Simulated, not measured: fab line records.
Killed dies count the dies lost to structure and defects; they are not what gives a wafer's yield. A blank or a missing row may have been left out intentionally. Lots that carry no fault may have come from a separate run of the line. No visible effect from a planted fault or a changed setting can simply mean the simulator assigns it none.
A single fault, viewed from 2 desks + flow n5-finfet + what lay behind the numbers comes last; until then each desk has only its own

== AT THE METROLOGY DESK ==
Means of the sampled wafers that have a number, per lot and without regard to the tool the lot ran on: this is what the gauges read. A lot is out of limits, marked OUT, if its mean lies more than 4 standard deviations from the usual mean; the brackets give that distance. Shown are 7 of the 12 readings it has, namely the first that went out of limits plus those furthest out on some lot.
Columns: A = trench-depth-nm at N5_BEOL_M3_OCD_MEAS_38, usual 55.5 nm; B = cd-nm at N5_BEOL_M3_CD_MEAS_35, usual 17.9 nm; C = IOFF_P at N5_BEOL_M4_RC_MEAS_101, usual 0.22 nA/um; D = ION_P at N5_BEOL_M4_RC_MEAS_101, usual 463 uA/um; E = SS_N at N5_BEOL_M4_RC_MEAS_101, usual 71.6 mV/dec; F = VT_N at N5_BEOL_M4_RC_MEAS_101, usual 250 mV; G = VT_P at N5_BEOL_M4_RC_MEAS_101, usual -250 mV
| lot  | first seen here | A               | B    | C    | D   | E    | F   | G    |
|------|-----------------|-----------------|------|------|-----|------|-----|------|
| L521 | day 8 22:04     | 55.1            | 18.2 | 0.25 | 462 | 71.7 | 248 | -250 |
| L522 | day 9 12:06     | 55.1            | 18.3 | 0.23 | 463 | 71.7 | 248 | -249 |
| L525 | day 9 16:23     | 49.4 (-6.1) OUT | 17.7 | 0.28 | 477 | 71.5 | 249 | -244 |
| L528 | day 10 22:07    | 50.5 (-5.0) OUT | 17.4 | 0.25 | 467 | 71.8 | 245 | -248 |
| L532 | day 11 15:06    | 55.8            | 18.1 | 0.24 | 462 | 71.5 | 250 | -247 |
| L535 | day 13 01:01    | 55.7            | 17.7 | 0.18 | 456 | 70.7 | 252 | -255 |
| L537 | day 13 03:53    | 56.2            | 17.5 | 0.23 | 457 | 72.1 | 253 | -253 |
| L538 | day 13 07:26    | 55.3            | 17.8 | 0.20 | 456 | 71.1 | 253 | -251 |
Finding of this desk: L525, L528 out of limits; the first was L525 at day 9 16:23, on trench-depth-nm at N5_BEOL_M3_OCD_MEAS_38. Within limits: L521, L522, L532, L535, L537, L538.

== TOOL OWNER'S DESK, rie-diel-03 ==
The tool's own readings at N5_BEOL_M3_TRENCH_ETCH_37 (etches SiOC in C4F6/O2, target depth 55.555 nm, time 29.2 s): means of the sampled wafers that have a number, for each lot that ran on this tool. A lot is out of limits, marked OUT, if its mean lies more than 4 standard deviations from the usual mean; the brackets give that distance. Shown are 7 of the 8 readings it has, namely the first that went out of limits plus those furthest out on some lot.
Columns: A = bias-w at N5_BEOL_M3_TRENCH_ETCH_37, usual 185.1 W; B = drypump-motor-current-A at N5_BEOL_M3_TRENCH_ETCH_37, usual 5.7 A; C = oes_ar_750_au at N5_BEOL_M3_TRENCH_ETCH_37, usual 0.80 a.u.; D = oes-product-au at N5_BEOL_M3_TRENCH_ETCH_37, usual 0.80 a.u.; E = rf-vpp-V at N5_BEOL_M3_TRENCH_ETCH_37, usual 668 V; F = showerhead-plenum-p-Torr at N5_BEOL_M3_TRENCH_ETCH_37, usual 2.84 Torr; G = throttle-valve-pct at N5_BEOL_M3_TRENCH_ETCH_37, usual 20.82 %
| lot  | first seen here | A               | B   | C    | D    | E             | F    | G     |
|------|-----------------|-----------------|-----|------|------|---------------|------|-------|
| L522 | day 9 11:57     | 185.8           | 5.9 | 0.76 | 0.77 | 673           | 2.86 | 20.99 |
| L525 | day 9 16:14     | 123.6 (-96) OUT | 5.6 | 0.76 | 0.73 | 485 (-14) OUT | 2.85 | 20.95 |
| L528 | day 10 21:57    | 124.2 (-95) OUT | 5.6 | 0.86 | 0.83 | 493 (-13) OUT | 2.91 | 20.81 |
| L537 | day 13 03:44    | 184.5           | 5.2 | 0.82 | 0.82 | 658           | 2.91 | 20.96 |
Finding of this desk: L525, L528 out of limits; the first was L525 at day 9 16:14, on bias-w at N5_BEOL_M3_TRENCH_ETCH_37. Within limits: L522, L537.

== BROUGHT TOGETHER ==
An alarm could have come from the tool owner's desk at day 9 16:14, on L525, L528.
The metrology desk could have raised an alarm at day 9 16:23, on L525, L528.
Every lot named ran N5_BEOL_M3_TRENCH_ETCH_37 on rie-diel-03.

== WHAT WAS PUT IN BY THE SIMULATOR ==
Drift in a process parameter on rie-diel-03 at N5_BEOL_M3_TRENCH_ETCH_37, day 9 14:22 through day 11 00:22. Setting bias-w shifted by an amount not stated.
Struck lots among those shown: L525, L528.
Counting hours from when the fault started, the first reading out of limits came at 2 for the tool owner's desk and at 2 for the metrology desk.
